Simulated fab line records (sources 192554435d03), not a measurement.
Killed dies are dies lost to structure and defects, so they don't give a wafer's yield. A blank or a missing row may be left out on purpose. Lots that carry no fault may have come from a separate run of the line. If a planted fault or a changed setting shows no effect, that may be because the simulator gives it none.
Which tool was responsible? -- flow n5-finfet -- Sampling: 11 lots, 28 wafers, 5 of 1938 route steps

WHAT THE GAUGES READ, wafer by wafer
N5_BEOL_M0_INSPECT_127: inspects for defects (darkfield).
lot,measured,on,raw-defect-count
L602,day 7 02:13,defect-inspect-01,60 76 31
L603,day 7 06:46,defect-inspect-01,63 79
L606,day 7 16:48,defect-inspect-01,104 73 65
L607,day 7 18:21,defect-inspect-01,95 79 190
L608,day 8 12:34,defect-inspect-01,38 38
L609,day 8 18:16,defect-inspect-01,61 90 71
L614,day 9 13:42,defect-inspect-01,70 90
L619,day 10 20:32,defect-inspect-01,91 121
L620,day 11 02:43,defect-inspect-02,30 59 77
L621,day 11 07:56,defect-inspect-01,86 172 115
L623,day 11 15:41,defect-inspect-01,71 66

N5_BEOL_M4_RC_MEAS_101.
lot,measured,on,DIBL_N (mV/V),DIBL_P (mV/V),IOFF_N (nA/um),IOFF_P (nA/um),ION_N (uA/um),ION_P (uA/um),SS_N (mV/dec),SS_P (mV/dec),VT_N (mV),VT_P (mV)
L602,day 10 23:06,prober-02,37.6 36.1 33.2,38.8 35.6 33.2,0.21 0.16 0.12,0.33 0.25 0.21,691 686 656,477 481 464,71.3 71.6 70.8,73.8 73.1 72.4,246 251 256,-242 -244 -247
L603,day 10 12:07,prober-02,37.2 38.7,36.4 39.8,0.19 0.22,0.25 0.33,657 654,448 455,73.0 72.3,74.4 75.3,248 247,-247 -245
L606,day 11 08:59,prober-02,38.3 39.6 35.8,38.9 38.2 33.9,0.21 0.22 0.17,0.25 0.24 0.17,697 675 673,472 456 454,72.0 72.2 72.2,73.7 74.4 72.9,247 248 248,-249 -250 -252
L607,day 11 07:29,prober-02,35.6 37.0 36.9,35.1 36.9 38.0,0.13 0.18 0.17,0.18 0.21 0.23,666 692 677,454 466 465,71.5 71.9 70.9,73.4 73.4 74.2,254 247 249,-254 -249 -249
L608,day 11 19:19,prober-01,34.4 34.4,35.8 36.2,0.15 0.14,0.20 0.22,683 651,464 454,72.2 71.8,73.1 73.4,248 253,-250 -252
L609,day 11 02:43,prober-01,41.1 36.0 35.1,40.1 35.0 33.7,0.28 0.16 0.13,0.34 0.24 0.20,689 667 650,468 465 453,73.3 70.9 71.6,74.4 72.9 72.8,242 248 251,-240 -247 -249
L614,day 12 13:23,prober-01,35.7 37.0,34.5 36.6,0.13 0.17,0.21 0.26,649 680,452 468,70.9 71.5,73.4 73.4,254 246,-249 -246
L619,day 14 05:27,prober-02,36.8 38.1,36.9 38.4,0.18 0.19,0.24 0.25,689 679,468 463,71.7 72.0,72.9 73.9,245 246,-248 -245
L620,day 14 14:22,prober-01,33.2 37.1 35.7,33.6 37.4 35.1,0.11 0.18 0.15,0.17 0.23 0.18,667 695 659,459 472 451,70.6 72.1 70.6,71.8 72.9 72.5,252 244 251,-249 -244 -252
L621,day 14 19:58,prober-02,35.2 35.0 36.6,34.1 34.6 36.3,0.15 0.14 0.17,0.20 0.20 0.23,683 675 689,464 466 470,71.3 71.2 72.5,72.3 72.1 73.7,249 251 249,-251 -250 -249
L623,day 15 13:28,prober-01,33.5 34.1,34.5 34.9,0.12 0.14,0.19 0.20,652 674,459 470,71.2 70.4,72.9 71.8,255 248,-249 -249

WHAT TOOL EACH LOT RAN ON (gives the tool, then ch and the chambers of the sampled wafers, and finally the start)
lot,N5_BEOL_M0_SPUTTER_116,N5_BEOL_M1_PECVD_72,N5_BEOL_M1_CMP_52
L602,"pvd-sputter-03, day 7 00:47","pecvd-04 ch 0,2, day 7 02:21","cmp-02 ch 1,2,3, day 7 19:01"
L603,"pvd-sputter-01, day 7 05:18","pecvd-02 ch 0,2, day 7 06:55","cmp-03 ch 0,3, day 8 01:29"
L606,"pvd-sputter-03, day 7 15:17","pecvd-02 ch 0,1, day 7 16:56","cmp-02 ch 0,1,2, day 8 14:27"
L607,"pvd-sputter-03, day 7 16:46","pecvd-04 ch 0,1,2, day 7 18:29","cmp-02 ch 1,2,3, day 9 04:01"
L608,"pvd-sputter-03, day 8 11:05","pecvd-03 ch 0,2, day 8 12:42","cmp-04 ch 0,2, day 9 10:25"
L609,"pvd-sputter-02, day 8 16:49","pecvd-04 ch 1,2, day 8 18:24","cmp-04 ch 2,3, day 9 09:07"
L614,"pvd-sputter-03, day 9 11:58","pecvd-02 ch 0,1, day 9 13:50","cmp-03 ch 1,3, day 10 00:32"
L619,"pvd-sputter-01, day 10 18:53","pecvd-02 ch 0,1, day 10 20:41","cmp-04 ch 0,2, day 11 22:44"
L620,"pvd-sputter-01, day 11 01:17","pecvd-04 ch 0,1, day 11 02:52","cmp-04 ch 0,1,2, day 11 23:49"
L621,"pvd-sputter-02, day 11 06:30","pecvd-03 ch 0,1,2, day 11 08:05","cmp-03 ch 0,3, day 12 04:18"
L623,"pvd-sputter-02, day 11 14:14","pecvd-04 ch 0,1, day 11 15:49","cmp-03 ch 0,1, day 12 14:29"
- N5_BEOL_M0_SPUTTER_116: material Cu, target thk 4 nm, time 7.37 s.
- N5_BEOL_M1_PECVD_72: deposits SiO2 from TEOS/O2, target thk 16 nm, time 18 s.
- N5_BEOL_M1_CMP_52: polishes, stops on SiOC, t overpolish 6.8 s, target thk 40 nm.

AS READ BY THE TOOLS THEMSELVES (means over the sampled wafers that have a number; for cases with no such wafer, the mark the record gives instead)
N5_BEOL_M0_SPUTTER_116.
lot,tool,susceptor-temp-C (C),throttle-valve-pct (%)
L602,pvd-sputter-03,-20.08,29.3
L603,pvd-sputter-01,-20.00,29.6
L606,pvd-sputter-03,-19.95,28.7
L607,pvd-sputter-03,-20.05,28.7
L608,pvd-sputter-03,-19.98,28.3
L609,pvd-sputter-02,-20.05,30.5
L614,pvd-sputter-03,-19.95,29.2
L619,pvd-sputter-01,-20.05,29.6
L620,pvd-sputter-01,-20.05,30.6
L621,pvd-sputter-02,-19.96,30.1
L623,pvd-sputter-02,-20.11,30.1

N5_BEOL_M1_PECVD_72.
lot,tool,heater-power-w (W),showerhead-plenum-p-Torr (Torr),susceptor-temp-C (C),throttle-valve-pct (%)
L602,pecvd-04,899,8.70,399.68,20.9
L603,pecvd-02,758,8.83,400.16,23.0
L606,pecvd-02,707,8.83,399.95,23.5
L607,pecvd-04,950,8.74,432.64,22.2
L608,pecvd-03,685,8.85,399.66,22.0
L609,pecvd-04,1016,8.75,432.57,21.8
L614,pecvd-02,684,8.83,399.75,23.1
L619,pecvd-02,704,8.83,400.13,23.1
L620,pecvd-04,778,8.79,399.85,23.7
L621,pecvd-03,635,8.84,400.14,22.2
L623,pecvd-04,674,8.77,399.78,23.1

N5_BEOL_M1_CMP_52.
lot,tool,barrier-field-endpoint-s (s),motor-current-A (A),pad-life-wafers
L602,cmp-02,25.4,5.6,446
L603,cmp-03,25.0,6.0,1713
L606,cmp-02,24.5,6.0,583
L607,cmp-02,21.1,5.9,679
L608,cmp-04,24.4,6.0,495
L609,cmp-04,19.9,6.2,480
L614,cmp-03,24.8,6.0,2047
L619,cmp-04,24.7,6.0,962
L620,cmp-04,24.2,6.2,974
L621,cmp-03,23.9,5.9,276
L623,cmp-03,24.4,6.4,360

THE ANSWER, worked out from the rows above alone
Rule: the lots themselves supply what counts as usual. Put in order of their means at a reading, lots are off if they are a third of the lots or fewer, leave a main group of 4 or more, and stand apart from it by a gap of 3 or more times the standard deviation of the main group's means; of several such gaps the widest counts. A main group whose means are all the same, to the digits that the tables above print for the reading, isn't used. A lot without any number at a reading at which 4 lots or more have one is off too. Any other lot the step has rows for is counted as sound. First the gauges in route order, then the tools' own readings, where a lot's mean is used as printed above. The first step at which some lot is off is used, and at that step the reading that is off furthest; a lot without a number counts as furthest.
Off: L607, L609 (N5_BEOL_M1_PECVD_72, susceptor-temp-C). Mean 399.90 C and standard deviation 0.19 in the main group.
If a tool, at that step or one of the process steps before it, ran each lot that is off and ran no sound lot following the first of them, it fits. Of those tried, none fits.

WHAT THE SIMULATOR HAD INSERTED
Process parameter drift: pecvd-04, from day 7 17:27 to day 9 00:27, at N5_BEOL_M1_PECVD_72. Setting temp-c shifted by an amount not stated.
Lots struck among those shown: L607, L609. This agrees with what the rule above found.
